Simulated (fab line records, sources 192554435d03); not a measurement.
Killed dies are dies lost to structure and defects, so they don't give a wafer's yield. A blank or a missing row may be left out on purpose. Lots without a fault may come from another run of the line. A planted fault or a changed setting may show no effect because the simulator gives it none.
Which tool did it? | flow n5_finfet | 9 lots, 27 wafers sampled, at 3 steps of a route of 1938

WHAT THE GAUGES READ, wafer by wafer
N5_BEOL_M9_OCD_MEAS_38.
lot  | measured     | on     | trench_depth_nm (nm)
L432 | day 9 16:32  | ocd-02 | 149.1 152.1 152.7
L433 | day 10 04:02 | ocd-01 | 149.7 150.2 151.3
L437 | day 11 01:30 | ocd-02 | 151.9 152.7 151.1
L440 | day 11 13:58 | ocd-01 | 169.6 162.9 163.3
L441 | day 11 23:24 | ocd-01 | 162.8 161.1 163.1
L448 | day 14 01:27 | ocd-02 | 154.4 148.9 145.4
L452 | day 14 16:47 | ocd-01 | 151.1 151.8 149.4
L451 | day 14 21:20 | ocd-01 | 150.9 152.3 150.0
L454 | day 15 09:25 | ocd-01 | 149.9 148.7 151.9

WHICH TOOL RAN EACH LOT (tool, then ch and the chambers of the sampled wafers, then the start)
lot  | N5_BEOL_M9_STRIP_67                | N5_BEOL_M9_TRENCH_ETCH_37
L432 | rie_diel-03 ch 0,1,2, day 9 14:29  | rie_diel-03 ch 0,1,2, day 9 16:22
L433 | rie_diel-02 ch 0,1,3, day 10 00:38 | rie_diel-04 ch 2,3, day 10 03:52
L437 | rie_diel-03 ch 1,2, day 11 00:10   | rie_diel-03 ch 1,2, day 11 01:20
L440 | rie_diel-02 ch 0,1, day 11 11:35   | rie_diel-03 ch 0,2, day 11 13:47
L441 | rie_diel-03 ch 0,2,3, day 11 21:24 | rie_diel-03 ch 1,2, day 11 23:13
L448 | rie_diel-03 ch 1,2,3, day 13 21:32 | rie_diel-02 ch 1,2,3, day 14 01:16
L452 | rie_diel-04 ch 1,2,3, day 14 14:41 | rie_diel-04 ch 2,3, day 14 16:36
L451 | rie_diel-03 ch 1,2, day 14 19:21   | rie_diel-04 ch 2,3, day 14 21:10
L454 | rie_diel-02 ch 0,2,3, day 15 08:04 | rie_diel-03 ch 1,2, day 15 09:14
- N5_BEOL_M9_STRIP_67: strips in CF4.
- N5_BEOL_M9_TRENCH_ETCH_37: etches SiCOH lowk in C4F6/O2, target depth 151.43 nm, time 49 s.

THE ANSWER, worked out from the rows above alone
Rule: what is usual is taken from the lots themselves. Put in order of their means at a reading, lots are off if they are a third of the lots or fewer, leave a main group of 4 or more, and stand apart from it by a gap of 3 or more times the standard deviation of the main group's means; of several such gaps the widest counts. A main group whose means are all the same, to the digits that the tables above print for the reading, isn't used. A lot without any number at a reading at which 4 lots or more have one is off too. The other lots that the step has rows for count as sound.
Off: L440, L441, at N5_BEOL_M9_OCD_MEAS_38 (trench_depth_nm). The main group: mean 150.7 nm, standard deviation 0.72.
A tool fits if, at a process step before that reading, it ran every lot that is off, and no sound lot after the first of them. The gauges at N5_BEOL_M9_OCD_MEAS_38 are tried like those tools. None of those tried fits.

WHAT THE SIMULATOR HAD PUT IN
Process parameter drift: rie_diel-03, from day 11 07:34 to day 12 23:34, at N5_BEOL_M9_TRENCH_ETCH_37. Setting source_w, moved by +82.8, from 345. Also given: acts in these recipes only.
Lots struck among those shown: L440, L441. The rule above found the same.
